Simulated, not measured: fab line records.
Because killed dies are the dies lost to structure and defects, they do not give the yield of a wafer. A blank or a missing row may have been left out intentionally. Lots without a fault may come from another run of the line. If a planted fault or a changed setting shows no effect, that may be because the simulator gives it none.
Split-lot experiment | flow n5 finfet | route with 1938 steps; 7 lots, 21 wafers read

## THE SPLIT ITSELF
At N5_BEOL_M0_SAQP_ETCH_106 (etches SOC in N2/H2, stops on SiNx, target depth 150 nm), the setting target depth a was moved away from the recipe's 1500 angstrom on 9 of the 21 wafers read, by -10.7% to +8.4%. All remaining wafers had this setting at the recipe value.

No step appears in the file between the split and the reading.

## THE READING
SOC_of_BEOL_M0_SAQP_COAT_105.thk nm (the simulator's own value, which no gauge read), in nm, at N5_BEOL_M0_SAQP_ETCH_107 (etches SiNx in CH3F/O2, target depth 30 nm). The file gives no usual value for it. Across the 12 wafers here that went through the recipe, the average is 12.0 nm and the standard deviation 1.2 nm.

wafer  | tool, chamber at the split | target depth a as run, angstrom | against the recipe | SOC_of_BEOL_M0_SAQP_COAT_105.thk nm, nm | against lot-mates on the recipe
L074.1 | rie diel-06, 0             | 1405                            | -6.3%              | 18.2                                    | +5.4
L074.3 | rie diel-06, 3             | 1500                            | recipe             | 12.8                                    | -
L074.4 | rie diel-06, 2             | 1405                            | -6.3%              | 17.2                                    | +4.4
L077.2 | rie diel-01, 2             | 1411                            | -5.9%              | 14.6                                    | +4.8
L077.3 | rie diel-01, 0             | 1411                            | -5.9%              | 18                                      | +8.2
L077.6 | rie diel-01, 2             | 1500                            | recipe             | 9.8                                     | -
L078.1 | rie diel-01, 1             | 1446                            | -3.6%              | 15                                      | +3.0
L078.2 | rie diel-01, 2             | 1446                            | -3.6%              | 12.4                                    | +0.4
L078.6 | rie diel-01, 1             | 1500                            | recipe             | 12                                      | -
L080.2 | rie diel-01, 1             | 1500                            | recipe             | 13.4                                    | -
L080.3 | rie diel-01, 2             | 1500                            | recipe             | 11.6                                    | -
L080.5 | rie diel-01, 2             | 1500                            | recipe             | 10.2                                    | -
L082.2 | rie diel-01, 0             | 1500                            | recipe             | 13.8                                    | -
L082.3 | rie diel-01, 2             | 1500                            | recipe             | 10.4                                    | -
L082.5 | rie diel-01, 1             | 1500                            | recipe             | 12.8                                    | -
L086.1 | rie diel-06, 2             | 1340                            | -10.7%             | 20.6                                    | +8.4
L086.5 | rie diel-06, 3             | 1340                            | -10.7%             | 21.2                                    | +9.0
L086.6 | rie diel-06, 0             | 1500                            | recipe             | 12.2                                    | -
L095.1 | rie diel-06, 2             | 1500                            | recipe             | 12.8                                    | -
L095.3 | rie diel-06, 1             | 1500                            | recipe             | 11.8                                    | -
L095.4 | rie diel-06, 0             | 1626                            | +8.4%              | 7.2                                     | -5.1

FIT RESULTS
A straight line over all 21 wafers: SOC_of_BEOL_M0_SAQP_COAT_105.thk nm changes by -0.761 nm for each +1% of target depth a; r = -0.93; the points scatter about the line by 1.4 nm.
The same after taking each lot's own level away (the mean of its wafers on the recipe; 21 wafers): -0.785 nm for each +1%; r = -0.94; scatter 1.3 nm.
On that fit, the largest move of target depth a shifts the reading by 8.4 nm.
The lots' own levels span 9.80 to 12.80 nm, that is 2.5 times the standard deviation above.
Consequently the slope shifts little with the lot-to-lot level, the two slopes agreeing.
Check: for one of the wafers moved furthest among these (-10.7%), held out of the fit, the line's prediction against its lot-mates is +8.58 nm. Against them it came out at +8.4 nm.

## THESE WAFERS: OTHER SPLITS
Before the reading, these wafers also passed through other splits. Each is held against what the fit with the lots' levels taken away leaves over:
other split on the same wafers               | wafers away from the commonest value | r with SOC_of_BEOL_M0_SAQP_COAT_105.thk nm (lot level and that fit taken away)
N5_HKMG_FIN_ETCH_35 bias w                   | 9                                    | +0.05
N5_HKMG_FIN_ETCH_86 target depth a           | 4                                    | +0.24
N5_GATE_CUT_COAT_07 spin rpm                 | 8                                    | +0.06
N5_MOL_CONTACT_COAG_CONTACT_ETCH_14 source w | 3                                    | +0.00
N5_MOL_CONTACT_COAG_COAT_62 spin rpm         | 9                                    | -0.13
N5_MOL_CONTACT_COAG_COAT_63 spin rpm         | 12                                   | +0.29
N5_BEOL_M0_SAQP_SPACER1_ALD_98 temp c        | 5                                    | +0.26

## THE WHOLE CHAIN: every reading that the file lists as answering this split, in the file's order
step                     | what it does                                            | reading                                                                              | change (the file's fit)               | r (the file's)
N5_BEOL_M0_SAQP_ETCH_106 | etches SOC in N2/H2, stops on SiNx, target depth 150 nm | SOC_of_BEOL_M0_SAQP_COAT_105.thk nm (the simulator's own value, which no gauge read) | -0.767 nm for each +1% of the setting | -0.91
N5_BEOL_M0_SAQP_ETCH_107 | etches SiNx in CH3F/O2, target depth 30 nm              | SOC_of_BEOL_M0_SAQP_COAT_105.thk nm (the simulator's own value, which no gauge read) | -0.775 nm for each +1% of the setting | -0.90

## THE FILE'S OWN FIT
SOC_of_BEOL_M0_SAQP_COAT_105.thk nm changes by -0.775 nm for each +1% of target depth a, r = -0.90.
